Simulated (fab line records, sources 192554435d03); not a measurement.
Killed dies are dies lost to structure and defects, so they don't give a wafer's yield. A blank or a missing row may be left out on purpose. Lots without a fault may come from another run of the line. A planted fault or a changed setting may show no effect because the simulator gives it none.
Split-lot experiment | flow n5_finfet | 7 lots, 21 wafers read, on a route of 1938 steps

THE SPLIT
At N5_BEOL_M6_VIA_ETCH_34 (etches SiCOH lowk in C4F6/O2, target depth 126.3 nm, time 50.9 s), the setting time_s was moved away from the recipe's 50.9 s on 4 of the 21 wafers read, by -16.3% to +12.7%. The other wafers ran this setting at the recipe's value.

The reading is taken at the split's own step.

THE READING
SOC_of_BEOL_M6_COAT_63.thk_nm (the simulator's own value, which no gauge read), in nm, at N5_BEOL_M6_VIA_ETCH_34 (etches SiCOH lowk in C4F6/O2, target depth 126.3 nm, time 50.9 s). The file gives no usual value for it. The 17 wafers here that ran the recipe average 53.9 nm, standard deviation 0.2 nm.

wafer  | tool, chamber at the split | time_s as run, s | against the recipe | SOC_of_BEOL_M6_COAT_63.thk_nm, nm | against lot-mates on the recipe
L083.3 | rie_diel-05, 1             | 50.9             | recipe             | 53.8                              | -
L083.4 | rie_diel-05, 2             | 50.9             | recipe             | 54                                | -
L083.6 | rie_diel-05, 1             | 50.9             | recipe             | 53.8                              | -
L090.1 | rie_diel-05, 3             | 50.9             | recipe             | 54                                | -
L090.2 | rie_diel-05, 0             | 50.9             | recipe             | 54.2                              | -
L090.6 | rie_diel-05, 1             | 50.9             | recipe             | 53.6                              | -
L089.2 | rie_diel-06, 0             | 50.9             | recipe             | 53.4                              | -
L089.5 | rie_diel-06, 0             | 50.9             | recipe             | 53.6                              | -
L089.6 | rie_diel-06, 3             | 50.9             | recipe             | 53.8                              | -
L091.2 | rie_diel-05, 0             | 50.9             | recipe             | 53.8                              | -
L091.4 | rie_diel-05, 3             | 57.37            | +12.7%             | 53.2                              | -0.6
L091.5 | rie_diel-05, 2             | 50.9             | recipe             | 53.8                              | -
L092.1 | rie_diel-02, 2             | 50.9             | recipe             | 54                                | -
L092.3 | rie_diel-02, 1             | 50.9             | recipe             | 54                                | -
L092.5 | rie_diel-02, 0             | 50.9             | recipe             | 53.8                              | -
L094.2 | rie_diel-05, 0             | 50.9             | recipe             | 53.8                              | -
L094.4 | rie_diel-05, 2             | 42.62            | -16.3%             | 55                                | +1.2
L094.6 | rie_diel-05, 1             | 42.62            | -16.3%             | 54.8                              | +1.0
L097.1 | rie_diel-02, 1             | 50.9             | recipe             | 54.2                              | -
L097.2 | rie_diel-02, 2             | 55.12            | +8.3%              | 53.6                              | -0.5
L097.4 | rie_diel-02, 3             | 50.9             | recipe             | 54                                | -

THE FIT
A straight line over all 21 wafers: SOC_of_BEOL_M6_COAT_63.thk_nm changes by -0.0581 nm for each +1% of time_s; r = -0.87; the points scatter about the line by 0.2 nm.
The same after taking each lot's own level away (the mean of its wafers on the recipe; 21 wafers): -0.0623 nm for each +1%; r = -0.94; scatter 0.15 nm.
On that fit, the largest move of time_s shifts the reading by 1 nm.
The lots' own levels span 53.60 to 54.10 nm, that is 2.5 times the standard deviation above.
So the lot-to-lot level changes the slope little: the two slopes agree.
Check: with one of the wafers moved furthest among these (-16.3%) left out of the fit, the line predicts +0.931 nm for it against its lot-mates. It came out at +1.2 nm against them.

OTHER SPLITS ON THESE WAFERS
These wafers also went through other splits before the reading. Each is held against what the fit with the lots' levels taken away leaves over:
other split on the same wafers    | wafers away from the commonest value | r with SOC_of_BEOL_M6_COAT_63.thk_nm (lot level and that fit taken away)
N5_BEOL_M4_TRENCH_ETCH_37 time_s  | 7                                    | -0.14
N5_BEOL_M5_COAT_05 spin_rpm       | 4                                    | -0.19
N5_BEOL_M5_DESCUM_16 time_s       | 8                                    | +0.05
N5_BEOL_M6_HM_DEP_02 target_thk_a | 5                                    | -0.09

THE WHOLE CHAIN: every reading that the file lists as answering this split, in the file's order
step                   | what it does                                                     | reading                                                                        | change (the file's fit)                | r (the file's)
N5_BEOL_M6_VIA_ETCH_34 | etches SiCOH lowk in C4F6/O2, target depth 126.3 nm, time 50.9 s | etch.depth_nm (the simulator's own value, which no gauge read)                 | +1.1 nm for each +1% of the setting    | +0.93
N5_BEOL_M6_VIA_ETCH_34 | etches SiCOH lowk in C4F6/O2, target depth 126.3 nm, time 50.9 s | SOC_of_BEOL_M6_COAT_63.thk_nm (the simulator's own value, which no gauge read) | -0.0599 nm for each +1% of the setting | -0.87

THE FILE'S OWN FIT
SOC_of_BEOL_M6_COAT_63.thk_nm changes by -0.0599 nm for each +1% of time_s, r = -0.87.
